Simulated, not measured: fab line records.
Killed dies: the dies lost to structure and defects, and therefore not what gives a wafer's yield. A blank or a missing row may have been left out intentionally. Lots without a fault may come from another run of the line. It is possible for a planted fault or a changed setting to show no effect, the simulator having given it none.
Chamber matching | flow nand harc | NHARC_P_ZERO_WELL_DESCUM_26 on rie diel-12: 4 sister chambers
The step chemistry O2, time 3 s. 4 wafers are shown with their chamber, then 7 later ones without.

== WAFERS WITH THEIR CHAMBER ==
wafer  | chamber | drypump motor current A (A)
L956.5 | 1       | 6.1
L960.5 | 2       | 5.8
L973.1 | 0       | 6.7
L973.4 | 3       | 5.3

== WAFERS MISSING THEIR CHAMBER ==
wafer  | drypump motor current A (A)
L973.5 | 5.3
L974.1 | 6.8
L974.3 | 5.3
L974.4 | 6.1
L975.1 | 6.7
L975.2 | 5.8
L975.3 | 6.1

== WHICH CHAMBER EACH ONE RAN IN ==
wafer  | from the rows above | in truth
L973.5 | 3                   | 3
L974.1 | 0                   | 0
L974.3 | 3                   | 3
L974.4 | 1                   | 1
L975.1 | 0                   | 0
L975.2 | 2                   | 2
L975.3 | 1                   | 1
Placed correctly: 7 of 7. From these rows, 0 cannot be placed. Number placed wrongly: 0.
How it was worked out, from the rows above alone: a wafer's distance from a chamber is the root of the sum, over the readings, of the square of ((its reading less the chamber's mean) divided by the reading's scatter). The wafer belongs to the nearest chamber; if the next one is less than 2 further off, it can't be placed. A chamber's mean is the mean of its shown wafers. The scatter: root of mean squared gap, hidden wafer to nearest shown wafer, with one shown wafer a chamber.
